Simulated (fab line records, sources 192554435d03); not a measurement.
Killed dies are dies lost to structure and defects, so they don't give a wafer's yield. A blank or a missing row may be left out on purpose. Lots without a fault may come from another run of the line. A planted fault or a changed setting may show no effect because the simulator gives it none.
fab line records | flow n5_finfet
record lots=7 wafers=21 last_day=21
route steps=1938 shown BEOL_M2@846 BEOL_M4@1111 PASSIVATION@1936
lots that met no fault: from a run of the same line without faults
start_h: hours from the record's first day to the start of the lot's first wafer shown | wait_h: hours since the lot's step before | " the same as in the row above | L1.1+2: a row that stands for several wafers | - no value, or no start given | * or withheld: withheld | < > ~ a bound
route shown NAME@n: a module of which the file shows steps, and the number in the route of the first | usual: mean/standard deviation of fault-free wafers | same: alike in all rows | chamber/n: place in a boat | sites: the reading at each site | _std_site: their standard deviation | _edge_site: outer sites' mean less inner sites' | radius_mm: how far each site lies from the wafer's centre | mask NAME#n: copy n | behind: the tool/chamber that last shaped the wafer | hold: why the lot was held/for how many hours/how that ended | device: the transistor (n, p or np) that didn't switch | end of line: the same wafers' tests at the end of the route | a step without rows: its recipe alone | killed: dies lost to structure and defects at the first sort, not the wafer's yield | map: a wafer's dies, x killed, . not, _ none there
set.NAME: the setting as run; set.NAME@STEP: as run at that earlier step | model.NAME: the simulator's own value behind a step, which no gauge read
lots at some steps of the route; a table a step, a row a wafer
services: from which hour (start_h, from the record's first day; less than 0 if before it) a tool's chamber was out of use, for how many hours, and why
## steps
# step N5_BEOL_M2_COAT_62
# recipe resist=SiARC temp_c=220 time_s=60 spin_rpm=1500 resist_thk_nm=12
# step N5_BEOL_M2_COAT_73
# recipe resist=underlayer temp_c=205 time_s=60 spin_rpm=1500 resist_thk_nm=5
# step N5_BEOL_M2_COAT_05
# recipe resist=CAR-EUV spin_rpm=1500 resist_thk_nm=30
# step N5_BEOL_M2_EBR_07
# recipe solvent=PGMEA ebr_width_mm=1.5
# step N5_BEOL_M2_SOFTBAKE_06
# recipe temp_c=110 time_s=60 resist=CAR-EUV
# step N5_BEOL_M2_EXPOSE_08
# recipe mask_id=M2 na=0.33 source_shape=dipole sigma_inner=0.369 sigma_outer=0.767 polarization=unpolarized dose_mj=41.25
# step N5_BEOL_M2_PEB_09
# recipe peb_temp_c=100 peb_time_s=60 resist=CAR-EUV
# step N5_BEOL_M2_DEVELOP_10
# recipe develop_time_s=30 developer=TMAH resist=CAR-EUV rinse_liquid=surfactant_rinse dry=air_spin dev_temp_c=23
# step N5_BEOL_M2_CD_MEAS_11
# recipe target_cd_nm=16.79 landing_energy_ev=500 detector=se_inlens polarity=opening
# usual cd_nm=16.86/0.24
# same landing_energy_ev=500
# columns lot.wafer tool chamber start_h wait_h cd_nm
L324.1 cd_sem-02 0 166.54 - 16.76
L324.2 " 0 " " 16.77
L324.3 " 0 " " 16.17
L330.1 cd_sem-03 0 199.43 - 16.78
L330.2 " 0 " " 16.85
L330.3 " 0 " " 16.78
L333.1 cd_sem-01 0 213.23 - 16.76
L333.3 " 0 " " 16.69
L333.5 " 0 " " 16.78
L334.1 cd_sem-02 0 216.31 - 16.88
L334.3 " 0 " " 16.78
L334.4 " 0 " " 17.13
L336.1 cd_sem-03 0 227.12 - 16.82
L336.2 " 0 " " 16.97
L336.4 " 0 " " 17.15
L342.1 cd_sem-01 0 274.88 - 16.81
L342.2 " 0 " " 16.64
L342.5 " 0 " " 16.53
L343.1 cd_sem-03 0 301.34 - 16.35
L343.2 " 0 " " 16.85
L343.6 " 0 " " 16.71
# step N5_BEOL_M2_OVL_MEAS_12
# recipe points_per_wafer=522
# usual M2_OVL=-0.5/0.69
# columns lot.wafer tool chamber start_h wait_h M2_OVL[nm]
L324.1 overlay-01 0 166.57 0.0 1.1
L324.2 " 0 " " 0.6
L324.3 " 0 " " 0.9
L330.1 overlay-01 0 199.46 0.0 0.2
L330.2 " 0 " " 0.4
L330.3 " 0 " " -0.4
L333.1 overlay-02 0 213.26 0.0 -1.1
L333.3 " 0 " " -1.3
L333.5 " 0 " " -1.2
L334.1 overlay-02 0 216.34 0.0 -1.4
L334.3 " 0 " " -1.0
L334.4 " 0 " " -1.0
L336.1 overlay-02 0 227.15 0.0 0.0
L336.2 " 0 " " -0.3
L336.4 " 0 " " 0.2
L342.1 overlay-01 0 274.91 0.0 -0.9
L342.2 " 0 " " -1.0
L342.5 " 0 " " -1.2
L343.1 overlay-01 0 301.37 0.0 -0.7
L343.2 " 0 " " -1.9
L343.6 " 0 " " -1.3
# step N5_BEOL_M2_INSPECT_13
# recipe mode=adi inspect_instrument=brightfield
# usual raw_defect_count=379/82
# columns lot.wafer tool chamber start_h wait_h raw_defect_count
L324.1 defect_inspect-01 - 166.63 0.1 483
L324.2 " - " " 430
L324.3 " - " " 504
L330.1 defect_inspect-01 - 199.52 0.1 434
L330.2 " - " " 382
L330.3 " - " " 415
L333.1 defect_inspect-01 - 213.32 0.1 319
L333.3 " - " " 236
L333.5 " - " " 311
L334.1 defect_inspect-01 - 216.40 0.1 392
L334.3 " - " " 498
L334.4 " - " " 434
L336.1 defect_inspect-01 - 227.21 0.1 407
L336.2 " - " " 328
L336.4 " - " " 287
L342.1 defect_inspect-01 - 274.97 0.1 456
L342.2 " - " " 482
L342.5 " - " " 562
L343.1 defect_inspect-02 - 301.43 0.1 340
L343.2 " - " " 316
L343.6 " - " " 289
# step N5_BEOL_M2_DESCUM_16
# recipe chemistry=O2 time_s=7 source_power_w=50 bias_power_w=20 pressure_mtorr=20 rf_frequency_hz=2.712e+07 temp_c=40 resist=CAR-EUV o2_flow_sccm=225
# usual drypump_motor_current_A=5.8/0.44 oes_product_au=0.79/0.099 rf_vpp_V=243.7/1.3 showerhead_plenum_p_Torr=2.13/0.075 throttle_valve_pct=20.49/0.18
# columns lot.wafer tool chamber start_h wait_h drypump_motor_current_A oes_product_au rf_hours_counter_h rf_vpp_V showerhead_plenum_p_Torr throttle_valve_pct
L324.1 rie_diel-04 1 166.68 0.1 5.6 0.91 35 241.4 2.04 20.53
L324.2 " 2 " " 5.2 0.70 205 241.7 2.06 20.47
L324.3 " 3 " " 5.1 0.71 229 244.4 2.16 20.66
L330.1 rie_diel-05 3 199.66 0.1 6.6 0.71 198 244.7 2.17 20.60
L330.2 " 2 " " 5.8 0.69 230 244.0 2.15 20.80
L330.3 " 0 " " 6.3 0.91 24 245.0 2.13 20.37
L333.1 rie_diel-05 2 213.46 0.1 5.8 0.69 235 243.9 2.15 20.81
L333.3 " 1 " " 5.4 0.94 13 246.0 2.24 20.19
L333.5 " 1 " " 5.4 0.94 - 245.0 2.24 20.18
L334.1 rie_diel-05 0 216.67 0.3 6.3 0.90 31 243.5 2.13 20.38
L334.3 " 1 " " 5.4 0.92 14 243.7 2.24 20.18
L334.4 " 3 " " 6.6 0.70 204 244.4 2.17 20.61
L336.1 rie_diel-05 0 227.25 0.0 6.3 0.89 34 244.1 2.13 20.40
L336.2 " 1 " " 5.4 0.92 18 244.7 2.23 20.21
L336.4 " 2 " " 5.7 0.68 240 244.4 2.14 20.81
L342.1 rie_diel-02 2 275.03 0.1 5.7 0.77 129 244.7 2.18 20.53
L342.2 " 1 " " 5.8 0.71 198 244.3 2.17 20.47
L342.5 " 1 " " 5.8 0.72 - 243.3 2.17 20.46
L343.1 rie_diel-04 0 301.46 0.0 6.1 0.89 44 246.0 2.22 20.30
L343.2 " 3 " " 5.1 0.93 23 243.8 2.14 20.34
L343.6 " 0 " " 6.1 0.88 - 245.3 2.22 20.29
# step N5_BEOL_M2_ETCH_74
# recipe chemistry=N2/H2 target=underlayer target_depth_a=65 mask_material=CAR-EUV time_s=5.2 ion_energy_ev=200 pressure_mtorr=30 source_w=840 bias_w=150 n2_flow_sccm=200 h2_flow_sccm=200 ends=cleared
# usual drypump_motor_current_A=5.8/0.44 etch_rf_on_time_s=5.21/0.076 oes_product_au=0.67/0.081 rf_vpp_V=525.0/2.8 showerhead_plenum_p_Torr=2.59/0.092 throttle_valve_pct=17.95/0.14
# columns lot.wafer tool chamber start_h wait_h drypump_motor_current_A etch_rf_on_time_s oes_product_au rf_hours_counter_h rf_vpp_V showerhead_plenum_p_Torr throttle_valve_pct
L324.1 rie_diel-04 1 166.72 0.0 5.5 5.20 0.78 35 521.4 2.49 17.97
L324.2 " 2 " " 5.2 5.30 0.60 205 522.7 2.51 17.86
L324.3 " 3 " " 5.1 5.27 0.59 229 525.5 2.61 18.16
L330.1 rie_diel-05 3 199.70 0.0 6.5 5.24 0.60 198 527.7 2.62 17.96
L330.2 " 2 " " 5.8 5.11 0.60 230 524.7 2.61 18.20
L330.3 " 0 " " 6.3 5.22 0.76 24 527.1 2.61 17.90
L333.1 rie_diel-05 2 213.49 0.0 5.8 3.66 0.73 235 525.8 2.61 18.24
L333.3 " 1 " " 5.4 3.66 0.98 13 528.4 2.73 17.77
L333.5 " 1 " " 5.4 5.16 0.80 - 527.7 2.73 17.75
L334.1 rie_diel-05 0 216.70 0.0 6.3 3.68 0.93 31 523.8 2.60 17.98
L334.3 " 1 " " 5.4 3.65 0.96 14 526.4 2.72 17.79
L334.4 " 3 " " 6.6 5.22 0.59 204 526.6 2.62 17.97
L336.1 rie_diel-05 0 227.28 0.0 6.3 3.70 0.92 34 528.2 2.60 17.97
L336.2 " 1 " " 5.4 3.71 0.96 18 530.8 2.72 17.79
L336.4 " 2 " " 5.8 5.22 0.58 240 524.7 2.61 18.21
L342.1 rie_diel-02 2 275.07 0.0 5.7 5.17 0.66 129 527.5 2.67 18.10
L342.2 " 1 " " 5.8 5.17 0.62 198 528.3 2.63 17.91
L342.5 " 1 " " 5.8 5.17 0.61 - 526.3 2.63 17.90
L343.1 rie_diel-04 0 301.50 0.0 6.1 5.05 0.76 44 525.0 2.71 17.78
L343.2 " 3 " " 5.1 5.01 0.80 23 524.8 2.59 17.80
L343.6 " 0 " " 6.1 4.99 0.77 - 528.1 2.71 17.78
# step N5_BEOL_M2_ETCH_63
# recipe chemistry=CF4 target=SiARC target_depth_a=156 mask_material=CAR-EUV time_s=26 ion_energy_ev=80 pressure_mtorr=40 source_w=545 bias_w=36 Ar_flow_sccm=100 cf4_flow_sccm=100 ends=cleared
# usual drypump_motor_current_A=5.8/0.44 etch_rf_on_time_s=26.1/0.33 oes_product_au=0.67/0.081 rf_vpp_V=184.5/1.2 showerhead_plenum_p_Torr=2.18/0.071 throttle_valve_pct=15.66/0.2
# columns lot.wafer tool chamber start_h wait_h drypump_motor_current_A etch_rf_on_time_s oes_product_au rf_hours_counter_h rf_vpp_V showerhead_plenum_p_Torr throttle_valve_pct
L324.1 rie_diel-04 1 166.74 0.0 5.6 25.8 0.78 35 183.5 2.09 15.67
L324.2 " 2 " " 5.2 26.1 0.60 205 181.4 2.12 15.75
L324.3 " 3 " " 5.1 26.1 0.61 229 184.8 2.19 15.80
L330.1 rie_diel-05 3 199.71 0.0 6.7 26.2 0.61 198 184.6 2.21 15.75
L330.2 " 2 " " 5.7 25.7 0.60 230 184.2 2.19 16.02
L330.3 " 0 " " 6.3 26.0 0.77 24 185.5 2.18 15.47
L333.1 rie_diel-05 2 213.51 0.0 5.8 25.8 0.59 235 184.1 2.19 16.02
L333.3 " 1 " " 5.4 25.6 0.80 13 187.3 2.28 15.32
L333.5 " 1 " " 5.4 25.8 0.80 - 184.9 2.28 15.29
L334.1 rie_diel-05 0 216.72 0.0 6.3 26.0 0.76 31 185.3 2.18 15.48
L334.3 " 1 " " 5.4 26.1 0.78 14 184.3 2.28 15.31
L334.4 " 3 " " 6.6 26.2 0.60 204 185.7 2.21 15.78
L336.1 rie_diel-05 0 227.30 0.0 6.3 26.0 0.76 34 183.7 2.17 15.49
L336.2 " 1 " " 5.4 25.8 0.78 18 185.6 2.27 15.30
L336.4 " 2 " " 5.7 25.7 0.59 240 184.6 2.19 16.05
L342.1 rie_diel-02 2 275.08 0.0 5.7 26.1 0.65 129 185.5 2.23 15.72
L342.2 " 1 " " 5.8 25.9 0.62 198 184.7 2.21 15.69
L342.5 " 1 " " 5.8 25.8 0.62 - 184.5 2.21 15.69
L343.1 rie_diel-04 0 301.52 0.0 6.1 25.4 0.75 44 185.1 2.27 15.48
L343.2 " 3 " " 5.1 25.6 0.79 23 184.4 2.18 15.40
L343.6 " 0 " " 6.1 25.6 0.76 - 184.8 2.27 15.49
# step N5_BEOL_M4_RC_MEAS_101
# usual DIBL_N=36.3/1.1 DIBL_P=36.3/1.4 IOFF_N=0.155/0.019 IOFF_P=0.211/0.027 ION_N=672/8.5 ION_P=462/5.8 SS_N=71.5/0.56 SS_P=73.3/0.52 VT_N=249.9/2.5 VT_P=-249.8/2.8
# columns lot.wafer tool chamber start_h wait_h DIBL_N[mV/V] DIBL_P[mV/V] IOFF_N[nA/um] IOFF_P[nA/um] ION_N[uA/um] ION_P[uA/um] SS_N[mV/dec] SS_P[mV/dec] VT_N[mV] VT_P[mV]
L324.1 prober-01 0 237.91 0.0 37.1 36.9 0.156 0.246 665 468 72.1 73.0 251.7 -246.4
L324.2 " 0 " " 35.8 35.8 0.146 0.231 665 465 71.4 73.2 251.7 -248.9
L324.3 " 0 " " 37.4 37.7 0.176 0.275 678 468 71.2 73.1 249.4 -247.6
L330.1 prober-02 0 322.10 0.0 36.6 36.0 0.145 0.200 665 456 70.6 73.8 250.4 -251.5
L330.2 " 0 " " 37.0 36.2 0.150 0.203 672 461 71.5 73.3 250.7 -250.7
L330.3 " 0 " " 38.3 37.2 0.163 0.214 676 461 71.0 73.1 247.3 -252.3
L333.1 prober-01 0 346.49 0.0 37.2 38.0 0.160 0.261 667 461 72.4 74.0 251.0 -245.5
L333.3 " 0 " " 37.6 37.7 0.167 0.255 670 464 72.8 73.9 249.2 -244.0
L333.5 " 0 " " 37.1 35.7 0.153 0.217 664 457 73.1 73.4 250.6 -251.0
L336.1 prober-01 0 351.28 0.0 34.7 36.1 0.133 0.200 662 465 71.6 72.9 254.5 -250.6
L336.2 " 0 " " 36.5 37.6 0.151 0.209 661 458 72.0 73.4 251.8 -251.9
L336.4 " 0 " " 34.4 35.6 0.121 0.182 649 455 71.0 72.5 253.4 -251.4
L334.1 prober-02 0 354.88 0.0 35.3 34.7 0.149 0.230 675 468 71.3 72.3 248.8 -244.9
L334.3 " 0 " " 34.4 33.6 0.127 0.205 668 465 71.0 73.2 250.5 -245.8
L334.4 " 0 " " 37.8 37.0 0.181 0.268 672 468 72.1 74.3 245.3 -246.3
L343.1 prober-02 0 364.38 0.0 35.9 34.7 0.147 0.209 663 460 72.1 73.2 251.5 -247.4
L343.2 " 0 " " 38.3 37.1 0.191 0.245 680 464 72.3 73.6 247.8 -247.4
L343.6 " 0 " " 36.6 35.4 0.158 0.219 677 466 72.4 73.8 249.6 -251.6
L342.1 prober-01 0 400.81 0.0 36.4 35.7 0.167 0.213 677 456 72.0 73.1 249.3 -249.3
L342.2 " 0 " " 35.8 35.1 0.154 0.208 673 455 72.6 73.7 249.8 -249.9
L342.5 " 0 " " 35.6 34.6 0.155 0.197 673 460 72.1 73.2 248.3 -250.5
# step N5_PASSIVATION_PROBE_49
# usual defect_limited_yield=91.4/1.2 killed_at_M0_to_M3=34/10 killed_at_M4_up=14/5.1 killed_at_contacts=12/6.4 killed_at_front_end=38/9.3 killed_at_other=4/3 killed_dies=102/15 killed_open=67/12 killed_short=33/6.9 sort_bin_5_function=5.0/0.86 sort_bin_6_memory=3.2/0.58 sort_n_pass=1078/15 sort_yield_pct=91.4/1.2
# same gross_dies=1180 killed_at_back_side=0 sort_bin_4_leakage[%]=0 sort_bin_8_speed[%]=0
# columns lot.wafer tool chamber start_h wait_h defect_limited_yield[%] killed_at_M0_to_M3 killed_at_M4_up killed_at_contacts killed_at_front_end killed_at_other killed_dies killed_open killed_short sort_bin_5_function[%] sort_bin_6_memory[%] sort_n_pass sort_yield_pct[%]
L336.1 prober-02 - 451.83 0.0 89.9 41 13 9 50 6 119 80 39 5.3 4.2 1061 89.9
L336.2 prober-02 - 451.88 0.1 91.9 27 21 7 28 13 96 67 27 4.3 3.7 1084 91.9
L336.4 prober-02 - 451.98 0.2 92.5 23 17 6 35 8 89 61 28 5.1 2.1 1091 92.5
# killed by level:class
L336.1 STI_FIN_REVEAL:geometric_particle:open=22 BEOL_M0_SAQP:geometric_particle:short=10 BEOL_M3:geometric_particle:open=9 FIN_SAQP:geometric_particle:short=7 MOL_CONTACT_COAG:geometric_particle:open=7 BEOL_M1:geometric_particle:open=7 BEOL_M0_SAQP:geometric_particle:open=6 FIN_SAQP:geometric_particle:open=5
L336.2 BEOL_M4:geometric_particle:open=11 STI_FIN_REVEAL:geometric_particle:open=8 BEOL_M0_SAQP:geometric_particle:open=8 BEOL_M2:geometric_particle:open=7 MOL_CONTACT_COAG:geometric_particle:open=6 FIN_SAQP:geometric_particle:open=4 DUMMY_GATE:geometric_particle:open=4 PAD_METAL:geometric_particle:short=4
L336.4 STI_FIN_REVEAL:geometric_particle:open=8 MOL_CONTACT_COAG:geometric_particle:open=6 BEOL_M3:geometric_particle:open=6 FIN_SAQP:geometric_particle:short=5 BEOL_M0_SAQP:geometric_particle:open=5 BEOL_M2:geometric_particle:open=5 BEOL_M4:geometric_particle:open=5 STI_FIN_REVEAL:geometric_particle:short=4
## services
# columns tool chamber start_h hours kind
rie_diel-05 2 144.20 3.8 repair
rie_diel-04 0 157.01 - clean
rie_diel-04 0 157.01 - consumable_replace:focus_ring
rie_diel-04 0 157.01 - consumable_replace:showerhead
rie_diel-04 0 157.01 20.0 scheduled_down
rie_diel-04 0 157.01 20.0 vent_cycle
rie_diel-05 1 157.39 - clean
rie_diel-05 1 157.39 - consumable_replace:focus_ring
rie_diel-05 1 157.39 - consumable_replace:showerhead
rie_diel-05 1 157.39 18.2 scheduled_down
rie_diel-05 1 157.39 18.2 vent_cycle
rie_diel-05 - 172.97 2.8 pm
rie_diel-04 3 212.32 - clean
rie_diel-04 3 212.32 - consumable_replace:focus_ring
rie_diel-04 3 212.32 13.7 scheduled_down
rie_diel-04 3 212.32 13.7 vent_cycle
rie_diel-02 - 238.40 0.2 repair
rie_diel-02 0 251.28 2.0 repair
rie_diel-05 2 261.55 - clean
rie_diel-05 2 261.55 - consumable_replace:focus_ring
rie_diel-05 2 261.55 27.8 scheduled_down
rie_diel-05 2 261.55 27.8 vent_cycle
rie_diel-04 2 292.39 - clean
rie_diel-04 2 292.39 - consumable_replace:focus_ring
## key
first_sign step=N5_BEOL_M2_ETCH_74 reading=etch_rf_on_time_s direction=down sigmas=20 usual=* struck=*
effect step=N5_BEOL_M2_ETCH_74 reading=oes_product_au direction=up sigmas=3 usual=0.67 struck=0.91 wafers_moved=5
met_at N5_BEOL_M2_ETCH_74
struck_wafers L333.1,L333.3,L334.1,L334.3,L336.1,L336.2
onset_between 199.70 213.49
fault kind=process_parameter_drift tool=rie_diel-05 chamber=- onset_h=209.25 steps=N5_BEOL_M2_ETCH_74 channel=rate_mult offset=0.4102 shape=step end_h=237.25 scope=struck_wafers_only
